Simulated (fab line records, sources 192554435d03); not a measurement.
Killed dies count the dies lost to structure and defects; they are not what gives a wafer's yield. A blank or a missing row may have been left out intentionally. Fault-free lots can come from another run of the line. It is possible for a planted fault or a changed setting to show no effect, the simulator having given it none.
fab line records | flow n5-finfet
record: lots: 7 wafers: 21 last-day: 18
route steps=1938 shown SPACER0@259 SD_EPI_N@275 SD_EPI_P@314 BEOL_M4@1111 PASSIVATION@1936
lots untouched by any fault: they come from a run of this same line in which no faults occurred
start-h: start of the lot's first displayed wafer, in hours after the record's first day | wait-h: how many hours have passed since the lot's step before this one | " identical to the entry in the row above | L1.1+2: several wafers, shown together as one row | - no value, or no start given | * or withheld: withheld | < > ~ a bound
route shown NAME@n: NAME is a module with steps in the file, n the number in the route of the first one | usual: the fault-free wafers' mean and standard deviation | same: alike in all rows | chamber/n: place in a boat | sites: readings site by site | _std_site: the values' standard deviation | _edge_site: mean of outer sites minus mean of inner sites | radius-mm: for every site, how far away it sits from the centre of the wafer | mask NAME#n: copy n | behind: tool/chamber where the wafer was last shaped | hold: what put the lot on hold/how long, in hours/how the hold closed | device: the transistor (n, p or np) that didn't switch | end of line: tests run on the same wafers once the route is complete | for a step that has no rows: nothing shown but its recipe | killed: count of dies lost to structure and defects at first sort (not the wafer's yield) | map: a wafer's dies, marking killed ones x, the rest . and places with no die _
set.NAME: setting as actually run; set.NAME@STEP: the setting as run at that earlier step | model.NAME: the simulator's own value behind a step, which no gauge read
route steps across a sampled set of lots; one table per step, one row per wafer
services: from which hour (start-h, from the record's first day; less than 0 if before it) a tool's chamber was out of use, for how many hours, and why
== steps ==
step: N5_SPACER0_ALD_00
recipe: material: SiOCN target-thk-a: 35 temp-c: 400 ald-precursor-family: alkyl-aminosilane ald-co-reactant: O2/N2-plasma pulse-time-s: 3 purge-time-s: 2 co-reactant-purge-time-s: 2 ald-cycles: 58 pressure-torr: 2
usual: chamber-pressure-Torr: 2.000/0.0042 heater-power-w: 803/84 precursor-pulse-height-rel: 1.000/0.02
columns lot.wafer tool chamber start-h wait-h chamber-pressure-Torr heater-power-w precursor-pulse-height-rel
L167.1 ald-sin-03 3 55.71 0.1 2.003 988 0.997
L167.2 " 2 " " 2.002 743 1.040
L167.6 " 1 " " 1.998 883 0.984
L176.1 ald-sin-04 2 109.28 0.1 1.995 817 0.991
L176.3 " 1 " " 2.003 913 0.984
L176.5 " 0 " " 1.997 765 1.014
L177.3 ald-sin-04 1 118.33 0.1 1.998 904 1.031
L177.4 " 0 " " 2.003 739 1.010
L177.5 " 3 " " 1.997 633 1.027
L181.1 ald-sin-03 2 138.95 0.1 2.002 729 0.988
L181.3 " 3 " " 2.000 969 0.985
L181.4 " 0 " " 2.001 759 1.029
L182.1 ald-sin-01 2 143.77 0.1 2.008 783 1.002
L182.2 " 0 " " 1.994 714 1.007
L182.3 " 1 " " 1.999 837 0.983
L185.2 ald-sin-04 0 162.93 0.1 2.003 737 0.983
L185.3 " 3 " " 2.008 648 1.015
L185.4 " 3 " " 2.002 661 1.017
L189.1 ald-sin-01 3 187.11 0.1 1.995 829 0.976
L189.4 " 1 " " 2.001 836 0.990
L189.5 " 3 " " 2.002 833 1.026
step: N5_SD_EPI_N_ETCH_35
recipe: chemistry: N2/H2 target: SOC overetch-a: 1080 mask-material: SiARC temp-c: 40 ion-energy-ev: 100 source-w: 3000 bias-w: 133 pressure-mtorr: 20 time-s: 486 n2-flow-sccm: 200 h2-flow-sccm: 200
usual: chamber-pressure-mTorr: 20.000/0.02 drypump-motor-current-A: 5.9/0.59 h2-flow-sccm: 200.0/0.62 oes-product-au: 0.68/0.061 rf-fwd-power-W: 2995/9.6 rf-vpp-V: 240.5/1.2 showerhead-plenum-p-Torr: 2.52/0.074 throttle-valve-pct: 23.82/0.18
columns lot.wafer tool chamber start-h wait-h chamber-pressure-mTorr drypump-motor-current-A h2-flow-sccm oes-product-au rf-fwd-power-W rf-hours-counter-h rf-vpp-V showerhead-plenum-p-Torr throttle-valve-pct
L167.1 rie-diel-01 0 56.70 0.0 19.980 6.2 200.3 0.63 2992 214 240.4 2.42 23.94
L167.2 " 1 " " 20.009 5.3 200.7 0.70 2982 129 241.4 2.54 23.88
L167.6 " 2 " " 20.013 6.7 199.9 0.72 2990 - 241.9 2.56 23.66
L176.1 rie-diel-05 1 110.15 0.0 19.974 6.0 200.6 0.78 3007 39 239.6 2.49 24.08
L176.3 " 3 " " 20.018 6.7 200.6 0.67 3024 179 239.8 2.42 24.07
L176.5 " 3 " " 20.015 6.7 200.2 0.67 3003 - 239.3 2.42 24.06
L177.3 rie-diel-06 0 119.30 0.0 20.015 6.4 200.3 0.68 3006 140 239.5 2.44 23.83
L177.4 " 3 " " 19.996 4.8 198.5 0.70 3002 111 239.9 2.46 23.88
L177.5 " 1 " " 20.006 5.8 199.4 0.61 2998 - 242.3 2.62 23.98
L181.1 rie-diel-01 0 139.82 0.0 19.990 6.2 199.9 0.62 3004 245 238.6 2.40 23.97
L181.3 " 2 " " 20.004 6.7 199.7 0.69 2991 152 239.0 2.55 23.68
L181.4 " 3 " " 19.984 5.9 199.9 0.62 2998 242 241.3 2.60 23.53
L182.1 rie-diel-05 2 144.77 0.0 20.000 5.6 199.8 0.71 2996 125 241.0 2.54 23.64
L182.2 " 3 " " 20.016 6.7 200.7 0.66 2993 192 239.2 2.41 24.08
L182.3 " 1 " " 20.035 5.9 200.3 0.76 2971 53 239.3 2.49 24.10
L185.2 rie-diel-01 2 163.80 0.0 20.014 6.7 199.8 0.69 2995 161 241.9 2.54 23.69
L185.3 " 1 " " 19.969 5.2 201.3 0.67 3000 168 240.7 2.53 23.94
L185.4 " 3 " " 20.021 5.9 201.0 0.62 2991 - 241.6 2.60 23.55
L189.1 rie-diel-06 0 187.98 0.0 20.017 6.4 200.8 0.66 3008 165 237.0 2.43 23.87
L189.4 " 0 " " 20.015 6.4 200.4 0.66 2997 - 238.5 2.43 23.86
L189.5 " 3 " " 19.997 4.8 199.6 0.69 2991 - 240.1 2.45 23.91
step: N5_SD_EPI_N_ETCH_16
recipe: chemistry: CHF3/O2 target: SiO2 target-depth-a: 50 mask-material: SOC pressure-mtorr: 30 source-w: 650 bias-w: 170 Ar_flow_sccm: 200 CHF3_flow_sccm: 50 O2_flow_sccm: 5 ion-energy-ev: 200
usual: chamber-pressure-mTorr: 29.999/0.027 drypump-motor-current-A: 5.9/0.59 oes_o_777_au: 0.77/0.072 oes-product-au: 0.76/0.074 rf-fwd-power-W: 643/3 rf-vpp-V: 521/7.9 showerhead-plenum-p-Torr: 2.39/0.065 throttle-valve-pct: 18.87/0.16
columns lot.wafer tool chamber start-h wait-h chamber-pressure-mTorr drypump-motor-current-A oes_o_777_au oes-product-au rf-fwd-power-W rf-hours-counter-h rf-vpp-V showerhead-plenum-p-Torr throttle-valve-pct
L167.1 rie-diel-01 0 57.23 0.1 30.017 6.2 0.71 0.70 638 214 514 2.30 18.76
L167.2 " 1 " " 29.993 5.3 0.78 0.78 638 129 526 2.40 19.02
L167.6 " 2 " " 30.012 6.7 0.83 0.80 644 - 526 2.41 18.68
L176.1 rie-diel-05 1 110.67 0.1 29.951 5.9 0.90 0.88 641 39 521 2.36 18.90
L176.3 " 3 " " 29.997 6.8 0.74 0.73 640 180 509 2.30 19.03
L176.5 " 3 " " 29.940 6.7 0.74 0.73 639 - 510 2.30 19.02
L177.3 rie-diel-06 0 119.83 0.1 30.032 6.4 0.76 0.74 642 141 508 2.32 19.07
L177.4 " 3 " " 29.996 4.8 0.80 0.80 648 111 512 2.33 18.76
L177.5 " 1 " " 29.984 5.8 0.68 0.66 643 - 522 2.46 18.87
L181.1 rie-diel-01 0 140.34 0.1 30.069 6.2 0.69 0.68 645 245 514 2.28 18.80
L181.3 " 2 " " 29.987 6.7 0.80 0.78 642 152 527 2.40 18.73
L181.4 " 3 " " 29.978 5.9 0.68 0.69 645 243 519 2.47 18.93
L182.1 rie-diel-05 2 145.29 0.1 29.994 5.6 0.78 0.79 647 125 523 2.43 18.90
L182.2 " 3 " " 29.997 6.7 0.74 0.72 636 192 509 2.29 19.03
L182.3 " 1 " " 29.994 6.0 0.88 0.86 641 53 522 2.35 18.91
L185.2 rie-diel-01 2 164.33 0.1 29.988 6.7 0.78 0.76 646 161 527 2.40 18.74
L185.3 " 1 " " 29.992 5.3 0.74 0.74 637 168 526 2.39 19.09
L185.4 " 3 " " 29.997 5.9 0.68 0.69 645 - 518 2.47 18.94
L189.1 rie-diel-06 0 188.50 0.1 29.969 6.4 0.74 0.72 641 165 507 2.31 19.11
L189.4 " 0 " " 29.991 6.4 0.75 0.73 640 - 506 2.31 19.12
L189.5 " 3 " " 30.010 4.8 0.78 0.76 645 - 510 2.32 18.79
step: N5_SD_EPI_P_SD_RECESS_17
recipe: chemistry: HBr/Cl2/O2 target-depth-a: 391 bt-time-s: 3 pressure-mtorr: 10 icp-w: 800 bias-w: 112 HBr_flow_sccm: 150 Cl2_flow_sccm: 80 O2_flow_sccm: 12
usual: chamber-pressure-mTorr: 10.000/0.009 drypump-motor-current-A: 5.8/0.36 mfc-cl2-sccm: 80.00/0.24 oes_o_777_au: 0.989/0.015 oes-product-au: 0.993/0.015 rf-fwd-power-W: 795.3/2.5 throttle-valve-pct: 37.0/0.32
same: bt-time-s: 3
columns lot.wafer tool chamber start-h wait-h chamber-pressure-mTorr drypump-motor-current-A mfc-cl2-sccm oes_o_777_au oes-product-au rf-fwd-power-W rf-hours-counter-h throttle-valve-pct
L167.1 rie-si-04 2 62.88 0.0 9.994 5.6 80.35 0.983 0.982 793.5 55 37.1
L167.2 " 0 " " 10.005 5.5 80.33 1.006 1.001 798.4 109 37.1
L167.6 " 1 " " 10.019 5.4 79.98 0.991 0.995 791.6 - 36.8
L176.1 rie-si-06 2 116.76 0.0 10.007 5.9 79.91 0.974 0.977 794.3 8 36.7
L176.3 " 0 " " 9.989 6.0 80.66 0.966 1.114 795.4 147 37.1
L176.5 " 3 " " 10.011 5.0 79.68 1.006 1.022 791.2 - 36.6
L177.3 rie-si-06 2 125.79 0.0 9.996 5.9 79.92 0.975 0.962 792.8 8 36.7
L177.4 " 3 " " 9.991 5.0 80.01 0.995 1.014 795.7 18 36.6
L177.5 " 0 " " 9.995 6.0 79.69 0.965 1.112 796.7 - 37.1
L181.1 rie-si-01 1 145.40 0.0 10.003 6.3 79.98 0.989 0.995 794.0 119 37.0
L181.3 " 0 " " 9.989 5.9 80.20 1.011 0.993 792.1 13 36.8
L181.4 " 2 " " 10.006 5.9 79.97 1.009 0.997 799.4 142 37.0
L182.1 rie-si-04 2 150.32 0.0 9.989 5.6 80.20 0.990 0.990 794.1 56 37.1
L182.2 " 0 " " 10.011 5.5 79.82 1.003 0.996 799.0 111 37.1
L182.3 " 1 " " 10.013 5.3 79.89 0.978 1.008 798.0 170 36.8
L185.2 rie-si-01 3 168.71 0.0 10.010 5.8 80.17 0.975 0.968 798.2 130 37.0
L185.3 " 1 " " 10.005 6.3 79.82 0.974 0.996 794.8 119 36.9
L185.4 " 0 " " 10.011 5.9 80.10 1.011 0.986 796.7 14 36.8
L189.1 rie-si-01 0 193.06 0.0 9.996 5.9 80.03 1.017 0.983 793.1 14 36.8
L189.4 " 3 " " 10.019 5.8 80.04 0.973 0.973 797.3 131 36.9
L189.5 " 0 " " 10.006 5.9 80.11 1.011 0.999 791.4 - 36.8
step: N5_BEOL_M4_RC_MEAS_101
usual: CJ_P: 5.83/0.2 DIBL_N: 36.5/2 DIBL_P: 36.5/2.3 EOT_P: 10.53/0.091 IGATE_P: 0.0035/0.00047 IOFF_N: 0.16/0.036 IOFF_P: 0.21/0.037 IOFF_P_85C: 3.7/0.54 IOFF_P_LIN: 0.099/0.013 IOFF_P_LONG: 0.000106/7.6e-06 ION_N: 672/12 ION_P: 459/7.1 RC_DENSE_P: 23.9/0.57 RC_P: 19.5/0.45 REXT_P: 100.6/1.8 RS_SD_P: 65.6/0.86 SS_N: 71.6/0.73 SS_P: 73.4/0.76 VT_N: 250/3.3 VT_P: -250.5/2.9 VT_P_LONG: -275.7/2.7 VT_P_LVT: -99.0/2.9
columns lot.wafer tool chamber start-h wait-h CJ_P DIBL_N[mV/V] DIBL_P[mV/V] EOT_P IGATE_P[nA/um] IOFF_N[nA/um] IOFF_P[nA/um] IOFF_P_85C[nA/um] IOFF_P_LIN[nA/um] IOFF_P_LONG[nA/um] ION_N[uA/um] ION_P[uA/um] RC_DENSE_P[ohm.um] RC_P[ohm.um] REXT_P[ohm.um] RS_SD_P[ohm/sq] SS_N[mV/dec] SS_P[mV/dec] VT_N[mV] VT_P[mV] VT_P_LONG[mV] VT_P_LVT[mV]
L167.1 prober-02 0 191.31 0.0 5.64 37.5 37.7 10.66 0.0031 0.16 0.22 3.8 0.104 0.000107 672 459 23.8 19.5 100.9 65.5 71.8 74.5 248 -247.8 -272.4 -96.8
L167.2 " 0 " " 5.90 39.7 40.1 10.58 0.0032 0.20 0.25 4.2 0.112 0.00011 676 464 24.1 19.7 100.3 66.4 72.6 74.9 248 -246.5 -274.8 -94.5
L167.6 " 0 " " 5.90 38.2 38.4 10.50 0.0035 0.17 0.23 3.9 0.108 0.000109 673 461 24.8 20.0 101.0 66.5 72.1 74.8 250 -249.2 -272.1 -95.1
L176.1 prober-01 0 229.86 0.0 5.54 34.3 35.4 10.41 0.0041 0.13 0.20 3.4 0.096 0.000108 664 462 24.3 19.9 102.7 65.9 71.3 72.5 253 -249.4 -273.2 -101.0
L176.3 " 0 " " - 33.8 - - - 0.11 - - - - 630 - - - - - 72.2 - 259 - - -
L176.5 " 0 " " 5.86 31.9 32.0 10.41 0.0041 0.10 0.16 2.9 0.082 0.000112 658 459 23.7 19.3 100.9 65.8 71.1 72.3 255 -251.8 -275.8 -102.6
L177.3 prober-02 0 260.43 0.3 5.91 36.6 37.2 10.49 0.0035 0.17 0.23 3.9 0.111 0.000112 676 463 23.9 19.6 101.2 63.8 71.1 73.9 250 -246.2 -274.9 -95.8
L177.4 " 0 " " 5.98 37.1 38.2 10.39 0.0041 0.18 0.26 4.4 0.122 0.000114 684 472 24.3 19.7 99.3 65.1 71.7 74.3 246 -246.0 -271.1 -93.2
L177.5 " 0 " " - 34.2 - - - 0.12 - - - - 663 - - - - - 70.6 - 255 - - -
L182.1 prober-02 0 262.70 0.0 5.86 37.0 35.9 10.56 0.0030 0.15 0.20 3.6 0.099 0.000108 671 459 24.3 19.7 101.9 65.5 72.1 73.0 251 -251.3 -275.5 -98.6
L182.2 " 0 " " 6.05 37.3 34.9 10.60 0.0027 0.14 0.19 3.4 0.094 0.00011 645 444 24.8 19.8 102.1 65.7 71.8 72.9 253 -251.0 -276.7 -99.7
L182.3 " 0 " " 6.01 39.1 38.0 10.60 0.0032 0.19 0.25 4.3 0.117 0.000111 681 464 24.2 19.6 101.9 64.6 71.4 73.8 249 -246.2 -278.5 -95.8
L181.1 prober-01 0 263.28 0.0 5.70 35.6 38.7 10.39 0.0045 0.16 0.20 3.5 0.094 9.7e-05 675 459 22.7 18.6 99.8 66.1 71.5 74.3 250 -251.6 -277.6 -100.4
L181.3 " 0 " " 6.12 36.9 39.1 10.39 0.0043 0.17 0.21 3.6 0.095 0.000105 672 456 23.8 19.2 101.0 66.2 71.8 74.2 250 -252.3 -276.7 -100.0
L181.4 " 0 " " 5.90 33.8 34.8 10.49 0.0037 0.12 0.15 2.7 0.075 0.000101 659 451 24.5 19.9 102.7 65.2 71.3 72.7 255 -258.8 -276.6 -103.8
L185.2 prober-02 0 296.75 0.2 6.05 36.0 36.4 10.55 0.0033 0.16 0.20 3.5 0.096 0.000107 654 452 23.9 19.7 101.0 63.7 72.2 73.7 251 -253.1 -275.6 -99.6
L185.3 " 0 " " 5.79 32.4 33.5 10.54 0.0033 0.12 0.16 3.0 0.085 0.000103 668 463 24.4 19.9 100.7 64.4 70.2 72.5 250 -252.6 -273.2 -101.4
L185.4 " 0 " " 6.09 38.2 40.1 10.55 0.0035 0.22 0.26 4.4 0.117 0.000107 693 474 23.5 19.1 99.5 63.0 72.2 73.2 244 -248.4 -275.1 -96.0
L189.1 prober-01 0 332.06 0.0 6.02 38.1 40.2 10.55 0.0036 0.19 0.21 3.7 0.095 8.9e-05 671 457 23.9 19.3 99.2 65.2 71.6 75.2 249 -250.8 -280.5 -99.5
L189.4 " 0 " " 5.95 39.1 40.6 10.62 0.0031 0.22 0.23 4.0 0.101 8.9e-05 682 457 24.5 19.8 98.8 63.3 72.8 74.2 246 -251.5 -285.2 -98.1
L189.5 " 0 " " 5.78 38.8 41.3 10.56 0.0035 0.21 0.23 4.0 0.101 8.8e-05 675 456 23.6 19.3 98.0 64.3 72.4 74.7 248 -248.9 -283.3 -98.9
step: N5_PASSIVATION_PROBE_49
usual: defect-limited-yield: 91.4/1.4 killed_at_M0_to_M3: 33/11 killed_at_M4_up: 13/5.3 killed-at-contacts: 13/6.1 killed-at-front-end: 40/11 killed-at-other: 2.9/2.7 killed-dies: 102/17 killed-open: 68/13 killed-short: 32/7.5 sort_bin_4_leakage: 0.00/0.022 sort_bin_5_function: 5.1/0.98 sort_bin_6_memory: 3.2/0.69 sort_bin_8_speed: 0.1/1.1 sort-n-pass: 1077/21 sort-yield-pct: 91.3/1.7
same: gross-dies: 1180 killed-at-back-side: 0
columns lot.wafer tool chamber start-h wait-h defect-limited-yield[%] killed_at_M0_to_M3 killed_at_M4_up killed-at-contacts killed-at-front-end killed-at-other killed-dies killed-open killed-short sort_bin_4_leakage[%] sort_bin_5_function[%] sort_bin_6_memory[%] sort_bin_8_speed[%] sort-n-pass sort-yield-pct[%]
L176.1 prober-01 - 343.56 0.0 94.0 18 7 19 25 2 71 55 16 0 3.8 2.1 0 1109 94.0
L176.3 prober-01 - 343.66 0.1 92.2 29 19 11 32 1 92 67 24 92.20 4.4 3.3 0 0 0
L176.5 prober-01 - 343.76 0.2 93.6 16 12 13 33 2 76 50 25 0 3.6 2.5 0 1104 93.6
L177.3 prober-02 - 390.38 0.1 91.6 36 11 11 28 13 99 66 32 0 4.6 3.3 0 1081 91.6
L177.4 prober-02 - 390.43 0.2 92.5 28 7 13 36 4 88 57 31 0 3.9 3.2 0 1092 92.5
L177.5 prober-02 - 390.48 0.2 90.9 39 12 10 41 5 107 75 30 90.93 5.3 3.5 0 0 0
killed by level:class
L176.1 MOL_CONTACT_COAG:geometric-particle:open=17 BEOL_M1:geometric-particle:open=6 STI_FIN_REVEAL:geometric-particle:open=5 BEOL_M2:geometric-particle:open=5 STARTING-WAFER:geometric-particle:open=4 FIN_SAQP:geometric-particle:open=3 FIN_SAQP:geometric-particle:short=3 DUMMY_GATE:geometric-particle:open=3
L176.3 FIN_SAQP:geometric-particle:open=14 MOL_CONTACT_COAG:geometric-particle:open=9 BEOL_M5:geometric-particle:open=8 BEOL_M0_SAQP:geometric-particle:short=7 BEOL_M0_SAQP:geometric-particle:open=5 BEOL_M3:geometric-particle:open=5 FIN_SAQP:geometric-particle:short=4 BEOL_M2:geometric-particle:open=4
L176.5 FIN_SAQP:geometric-particle:short=10 MOL_CONTACT_COAG:geometric-particle:open=10 FIN_SAQP:geometric-particle:open=9 STI_FIN_REVEAL:geometric-particle:open=6 BEOL_M4:geometric-particle:open=6 BEOL_M0_SAQP:geometric-particle:short=5 STARTING-WAFER:geometric-particle:open=3 GATE_CUT:geometric-particle:short=3
L177.3 BEOL_M0_SAQP:geometric-particle:open=11 BEOL_M0_SAQP:geometric-particle:short=10 MOL_CONTACT_COAG:geometric-particle:open=9 STARTING-WAFER:geometric-particle:short=7 FIN_SAQP:geometric-particle:open=6 BEOL_M2:geometric-particle:open=6 PASS1_CAP:geometric-particle:open=5 GATE_CUT:geometric-particle:open=4
L177.4 BEOL_M2:geometric-particle:open=12 FIN_SAQP:geometric-particle:open=11 MOL_CONTACT_COAG:geometric-particle:open=10 GATE_CUT:geometric-particle:short=8 BEOL_M0_SAQP:geometric-particle:open=4 BEOL_M0_SAQP:geometric-particle:short=4 STARTING-WAFER:geometric-particle:short=4 STARTING-WAFER:geometric-particle:open=4
L177.5 FIN_SAQP:geometric-particle:open=12 MOL_CONTACT_COAG:geometric-particle:open=9 BEOL_M4:geometric-particle:open=9 FIN_SAQP:geometric-particle:short=8 BEOL_M2:geometric-particle:open=8 BEOL_M0_SAQP:geometric-particle:open=7 BEOL_M0_SAQP:geometric-particle:short=7 BEOL_M1:geometric-particle:open=7
== services ==
columns tool chamber start-h hours kind
rie-diel-05 3 37.37 5.1 repair
rie-diel-01 1 47.72 5.8 repair
rie-diel-06 3 48.71 11.7 repair
ald-sin-01 3 49.59 6.7 repair
rie-diel-06 - 52.18 15.6 pm
rie-si-06 0 54.56 4.0 repair
ald-sin-01 2 68.45 16.5 repair
rie-diel-06 1 78.17 4.5 repair
rie-si-04 3 80.55 14.1 repair
ald-sin-01 - 85.25 14.0 pm
rie-diel-05 - 88.48 0.2 repair
rie-diel-05 2 106.14 16.1 repair
ald-sin-01 2 109.21 3.2 repair
ald-sin-04 - 112.72 2.8 pm
rie-diel-05 1 116.27 3.7 repair
rie-diel-06 2 128.59 2.3 repair
ald-sin-04 3 132.14 3.9 repair
rie-diel-05 0 156.68 4.6 repair
rie-diel-06 0 176.57 2.9 repair
ald-sin-03 - 177.13 14.0 pm
ald-sin-04 2 177.27 15.7 repair
rie-si-01 0 179.24 4.7 repair
rie-diel-01 3 183.44 7.2 repair
rie-si-06 0 185.11 3.5 repair
== key ==
first-sign: step: N5_SD_EPI_P_SD_RECESS_17 reading: oes-product-au direction: up sigmas: 7.8 usual: 0.993 struck: 1.113
effect: step: N5_BEOL_M4_RC_MEAS_101 reading: CJ_P direction: missing
effect: step: N5_BEOL_M4_RC_MEAS_101 reading: DIBL_P direction: missing
effect: step: N5_BEOL_M4_RC_MEAS_101 reading: EOT_P direction: missing
effect: step: N5_BEOL_M4_RC_MEAS_101 reading: IGATE_P direction: missing
effect: step: N5_BEOL_M4_RC_MEAS_101 reading: IOFF_P direction: missing
effect: step: N5_BEOL_M4_RC_MEAS_101 reading: IOFF_P_85C direction: missing
effect: step: N5_BEOL_M4_RC_MEAS_101 reading: IOFF_P_LIN direction: missing
effect: step: N5_BEOL_M4_RC_MEAS_101 reading: IOFF_P_LONG direction: missing
effect: step: N5_BEOL_M4_RC_MEAS_101 reading: ION_P direction: missing
effect: step: N5_BEOL_M4_RC_MEAS_101 reading: RC_DENSE_P direction: missing
effect: step: N5_BEOL_M4_RC_MEAS_101 reading: RC_P direction: missing
effect: step: N5_BEOL_M4_RC_MEAS_101 reading: REXT_P direction: missing
effect: step: N5_PASSIVATION_PROBE_49 reading: sort_bin_4_leakage direction: up sigmas: 99+ usual: 0.00 struck: 91.57
met-at N5_SD_EPI_P_SD_RECESS_17
struck-lots L176,L177
struck-wafers L176.3,L177.5
not-acting-at N5_SPACER0_ALD_00,N5_SD_EPI_N_ETCH_35,N5_SD_EPI_N_ETCH_16
fault: kind: process-parameter-drift tool: rie-si-06 chamber: 0 onset-h: 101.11 steps: N5_SD_EPI_P_SD_RECESS_17 channel: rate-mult offset: 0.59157 shape: step end-h: 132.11
